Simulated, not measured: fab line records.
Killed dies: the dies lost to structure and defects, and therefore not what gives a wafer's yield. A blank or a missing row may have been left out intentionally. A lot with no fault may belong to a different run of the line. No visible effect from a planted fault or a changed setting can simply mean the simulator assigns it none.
Matching of chambers	flow n5-finfet	N5_SD_EPI_P_ETCHBACK_46 on rie-diel-05 has 4 sister chambers
The step etches SiNx in CH3F/O2, stops on SiO2, target depth 17.5 nm. 8 wafers are shown with their chamber, then 10 later ones without.

== WAFERS, EACH WITH ITS CHAMBER ==
wafer	chamber	showerhead-plenum-p-Torr (Torr)	rf-vpp-V (V)
L081.6	3	2.05	298
L086.2	3	2.05	300
L087.6	2	2.03	301
L089.1	1	2.04	294
L089.3	2	2.02	302
L089.5	0	1.93	281
L091.2	0	1.93	280
L091.4	1	2.04	296

== WAFERS WITHOUT THEIR CHAMBER ==
wafer	showerhead-plenum-p-Torr (Torr)	rf-vpp-V (V)
L091.6	2.02	300
L092.1	1.93	283
L092.2	2.04	295
L092.3	2.02	301
L094.1	2.02	301
L094.4	1.93	282
L094.5	2.04	296
L097.3	2.02	302
L097.4	2.05	298
L097.5	2.05	296

== CHAMBER TAKEN BY EACH ==
wafer	from the rows above	in truth
L091.6	2	2
L092.1	0	0
L092.2	1	1
L092.3	2	2
L094.1	2	2
L094.4	0	0
L094.5	1	1
L097.3	2	2
L097.4	3	3
L097.5	can't be placed: 3 or 1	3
Correct placement for 9 of the 10. From these rows, 1 cannot be placed; in 1 the true chamber is one of the candidates. Placed wrongly: 0.
How it was worked out, from the rows above alone: a wafer's distance from a chamber is the root of the sum, over the readings, of the square of ((its reading less the chamber's mean) divided by the reading's scatter). If the next closest chamber is less than 2 further off than the closest, the wafer can't be placed; otherwise it belongs to the closest. Each chamber's mean is taken over the wafers shown for it. How the scatter is found: for the shown wafers, subtract from each reading the mean of its chamber, square and add these, divide the total by (wafers less chambers), then take the root.
